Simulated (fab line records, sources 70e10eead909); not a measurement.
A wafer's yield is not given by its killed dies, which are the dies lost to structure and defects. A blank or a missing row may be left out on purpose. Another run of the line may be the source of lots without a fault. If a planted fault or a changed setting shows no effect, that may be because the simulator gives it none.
Which tool is to blame?    flow nand_harc    11 lots, 33 wafers sampled, at 6 steps of a route of 1159

## WHAT EACH GAUGE READ, for each wafer
NHARC_END_SORT_01. Usual: killed_at_array 27, standard deviation 11; killed_at_other 0.6, standard deviation 0.89; killed_at_periphery 3.0, standard deviation 2.4; killed_dies 31, standard deviation 12; killed_open 3.2, standard deviation 1.6; killed_short 2.0, standard deviation 1.5.
lot   measured      on         killed_at_array  killed_at_other  killed_at_periphery  killed_dies  killed_open  killed_short  flag
L807  day 20 19:28  prober-02  13 16 17         0 2 0            8 8 2                21 26 19     6 5 2        1 3 2         
L813  day 25 21:27  prober-01  26 30 27         0 0 1            3 5 2                29 35 30     2 2 3        2 2 3         

## TOOL THAT RAN EACH LOT (tool first, then ch and the chambers of the sampled wafers, then the start)
lot   NHARC_P_CONTACT_ETCH_18                        NHARC_P_CONTACT_STRIP_28           NHARC_P_CONTACT_ALD_22               NHARC_P_CONTACT_CVD_23         NHARC_P_CONTACT_CMP_24
L801  rie_diel-11 ch 0,2,3, day 5 08:39 or earlier   rie_diel-07 ch 0,2,3, day 5 08:39  ald_metal-04 ch 1,2,3, day 5 09:33   cvd_w-02 ch 0,1, day 5 11:23   cmp-01 ch 0,1,2, day 5 12:02
L802  rie_diel-11 ch 0,2,3, day 5 19:54 or earlier   rie_diel-11 ch 0,2, day 5 19:54    ald_metal-04 ch 0,2, day 5 20:56     cvd_w-02 ch 0,1, day 5 21:29   cmp-04 ch 0,1,3, day 5 21:59
L805  rie_diel-11 ch 0,2, day 6 10:54 or earlier     rie_diel-07 ch 0,2,3, day 6 10:54  ald_metal-03 ch 0,1, day 6 11:45     cvd_w-02 ch 0,1, day 6 14:12   cmp-03 ch 1,2,3, day 6 14:52
L804  rie_diel-11 ch 1,2,3, day 6 11:16 or earlier   rie_diel-07 ch 0,2,3, day 6 11:16  ald_metal-02 ch 0,1,2, day 6 12:10   cvd_w-02 ch 0,1, day 6 14:44   cmp-04 ch 0,2,3, day 6 15:25
L806  rie_diel-07 ch 0,1,3, day 6 22:45 or earlier   rie_diel-07 ch 0,2,3, day 6 22:45  ald_metal-02 ch 0,1,3, day 6 23:39   cvd_w-02 ch 0,1, day 7 00:28   cmp-04 ch 1,2, day 7 01:10
L808  rie_diel-11 ch 0,2,3, day 7 04:29 or earlier   rie_diel-11 ch 0,2,3, day 7 04:29  ald_metal-04 ch 0,2,3, day 7 05:23   cvd_w-01 ch 0,1, day 7 05:34   cmp-03 ch 0,1,3, day 7 07:05
L807  rie_diel-07 ch 1,2,3, day 7 05:11 or earlier   rie_diel-11 ch 0,1,2, day 7 05:11  ald_metal-02 ch 1,2,3, day 7 06:04   cvd_w-02 ch 0,1, day 7 06:14   cmp-01 ch 0,1,3, day 7 08:34
L813  rie_diel-07 ch 1,2,3, day 8 19:58 or earlier   rie_diel-06 ch 1,3, day 8 19:58    ald_metal-04 ch 0,1,3, day 8 20:52   cvd_w-02 ch 0,1, day 9 00:23   cmp-04 ch 0,1, day 9 02:50
L818  rie_diel-07 ch 0,2,3, day 9 20:41 or earlier   rie_diel-07 ch 0,3, day 9 20:41    ald_metal-04 ch 1,2, day 9 21:34     cvd_w-02 ch 0,1, day 10 00:58  cmp-04 ch 0,2,3, day 10 01:39
L822  rie_diel-07 ch 0,2,3, day 10 23:52 or earlier  rie_diel-11 ch 0,2, day 10 23:52   ald_metal-03 ch 0,1,2, day 11 00:46  cvd_w-01 ch 0,1, day 11 03:46  cmp-01 ch 0,1,3, day 11 04:21
L823  rie_diel-11 ch 0,3, day 11 01:03 or earlier    rie_diel-11 ch 0,2, day 11 01:03   ald_metal-02 ch 0,1, day 11 01:59    cvd_w-01 ch 0,1, day 11 04:50  cmp-03 ch 0,1,2, day 11 05:18
- NHARC_P_CONTACT_ETCH_18: etches the open film in C4F8/O2/Ar, target depth 481 nm, time 240.5 s.
- NHARC_P_CONTACT_STRIP_28: strips in O2.
- NHARC_P_CONTACT_ALD_22: deposits TiN, target thk 3 nm, pulse time 1 s, ald cycles 150.
- NHARC_P_CONTACT_CVD_23: deposits W, target thk 200 nm, time 557 s.
- NHARC_P_CONTACT_CMP_24: polishes, t overpolish 30 s, target thk 200 nm.

## AS READ BY THE TOOLS THEMSELVES (means over the sampled wafers that have a number; for cases with no such wafer, the mark the record gives instead)
NHARC_P_CONTACT_ETCH_18. Usual: oes_product_au 0.960 a.u., standard deviation 0.016; rf_fwd_power_W 598.3 W, standard deviation 1.8; rf_vpp_V 978 V, standard deviation 5.1.
lot   tool         oes_product_au (a.u.)  rf_fwd_power_W (W)  rf_vpp_V (V)  flag
L801  rie_diel-11  0.942                  595.9               978           
L802  rie_diel-11  0.935                  598.4               979           
L805  rie_diel-11  0.959                  600.3               978           
L804  rie_diel-11  0.942                  597.0               982           
L806  rie_diel-07  0.966                  598.6               979           
L808  rie_diel-11  0.948                  597.4               978           
L807  rie_diel-07  0.966                  598.4               976           
L813  rie_diel-07  0.961                  598.4               976           
L818  rie_diel-07  0.963                  597.7               980           
L822  rie_diel-07  0.972                  597.1               980           
L823  rie_diel-11  0.941                  598.4               978           

NHARC_P_CONTACT_STRIP_28. Usual: drypump_motor_current_A 5.7 A, standard deviation 0.5; oes_product_au 0.996 a.u., standard deviation 0.0098; rf_vpp_V 57.6 V, standard deviation 0.88; showerhead_plenum_p_Torr 3.51 Torr, standard deviation 0.12; throttle_valve_pct 17.036 %, standard deviation 0.0097.
lot   tool         drypump_motor_current_A (A)  oes_product_au (a.u.)  rf_vpp_V (V)  showerhead_plenum_p_Torr (Torr)  throttle_valve_pct (%)  flag
L801  rie_diel-07  5.7                          0.997                  58.1          3.57                             17.036                  
L802  rie_diel-11  6.3                          0.989                  57.8          3.45                             17.027                  
L805  rie_diel-07  5.7                          1.002                  57.4          3.57                             17.035                  
L804  rie_diel-07  5.7                          1.000                  57.9          3.57                             17.030                  
L806  rie_diel-07  5.7                          1.002                  58.0          3.57                             17.034                  
L808  rie_diel-11  6.1                          0.991                  58.2          3.53                             17.030                  
L807  rie_diel-11  6.0                          0.998                  57.2          3.52                             17.040                  
L813  rie_diel-06  6.0                          0.999                  56.6          3.49                             17.032                  
L818  rie_diel-07  6.0                          1.001                  57.5          3.65                             17.026                  
L822  rie_diel-11  6.3                          0.990                  57.7          3.44                             17.031                  
L823  rie_diel-11  6.1                          0.991                  58.5          3.53                             17.046                  

NHARC_P_CONTACT_ALD_22. Usual: heater_power_w 1103 W, standard deviation 130; precursor_pulse_height_rel 1.001, standard deviation 0.021.
lot   tool          heater_power_w (W)  precursor_pulse_height_rel  flag
L801  ald_metal-04  1108                1.034                       
L802  ald_metal-04  1114                0.991                       
L805  ald_metal-03  1166                1.006                       
L804  ald_metal-02  1246                0.997                       
L806  ald_metal-02  1144                1.002                       
L808  ald_metal-04  1091                1.018                       
L807  ald_metal-02  1183                1.005                       
L813  ald_metal-04  1047                0.985                       
L818  ald_metal-04  1170                1.009                       
L822  ald_metal-03  1105                0.987                       
L823  ald_metal-02  1170                1.007                       

NHARC_P_CONTACT_CVD_23. Usual: chamber_pressure_Torr 40.00 Torr, standard deviation 0.093; heater_power_w 472 W, standard deviation 24; mfc_wf6_sccm 39.99 sccm, standard deviation 0.12; throttle_valve_pct 8.1 %, standard deviation 0.32.
lot   tool      chamber_pressure_Torr (Torr)  heater_power_w (W)  mfc_wf6_sccm (sccm)  throttle_valve_pct (%)  flag
L801  cvd_w-02  39.99                         479                 39.91                8.3                     
L802  cvd_w-02  39.92                         463                 40.08                8.4                     
L805  cvd_w-02  39.97                         476                 39.92                8.3                     
L804  cvd_w-02  40.09                         462                 39.97                8.2                     
L806  cvd_w-02  39.94                         476                 39.83                8.2                     
L808  cvd_w-01  40.04                         472                 40.05                8.0                     
L807  cvd_w-02  40.05                         480                 39.98                8.3                     
L813  cvd_w-02  39.93                         478                 40.08                8.3                     
L818  cvd_w-02  39.92                         471                 39.86                8.2                     
L822  cvd_w-01  40.01                         488                 39.86                8.0                     
L823  cvd_w-01  39.94                         484                 39.89                7.9                     

NHARC_P_CONTACT_CMP_24. Usual: motor_current_A 11.8 A, standard deviation 1; overpolish_run_s 30.000 s, standard deviation 0.0083; time_to_endpoint_s 40.1 s, standard deviation 2.7.
lot   tool    motor_current_A (A)  overpolish_run_s (s)  time_to_endpoint_s (s)  flag
L801  cmp-01  12.1                 30.010                41.0                    
L802  cmp-04  11.5                 29.992                35.5                    
L805  cmp-03  11.9                 29.991                40.2                    
L804  cmp-04  12.0                 30.003                40.7                    
L806  cmp-04  11.8                 30.000                40.7                    
L808  cmp-03  11.5                 30.005                81.7                    OFF
L807  cmp-01  12.5                 29.992                81.4                    OFF
L813  cmp-04  12.1                 29.999                81.1                    OFF
L818  cmp-04  12.0                 30.003                44.4                    
L822  cmp-01  12.1                 29.993                36.9                    
L823  cmp-03  11.6                 30.001                41.5                    

## THE ANSWER, worked out from the rows above alone
Rule: take the mean of a lot's wafers that have a number; if it is more than 3 standard deviations from the usual mean, the lot is off. A lot without any number at a reading at which 4 lots or more have one is off too. The other lots that the step has rows for count as sound. The gauges are gone through in route order, then the tools' own readings, and for those a lot's mean is taken as printed above. The first step at which some lot is off is used, and at that step the reading that is off furthest; a lot without a number counts as furthest.
Off: L808, L807, L813 (NHARC_P_CONTACT_CMP_24, time_to_endpoint_s).
If a tool, at that step or one of the process steps before it, ran each lot that is off and ran no sound lot following the first of them, it fits. Because NHARC_P_CONTACT_ETCH_18 lacks a start for some lots, the hours and order of its lots are taken from NHARC_P_CONTACT_STRIP_28. Not one of the candidates tried fits.

## WHAT THE SIMULATOR PUT IN
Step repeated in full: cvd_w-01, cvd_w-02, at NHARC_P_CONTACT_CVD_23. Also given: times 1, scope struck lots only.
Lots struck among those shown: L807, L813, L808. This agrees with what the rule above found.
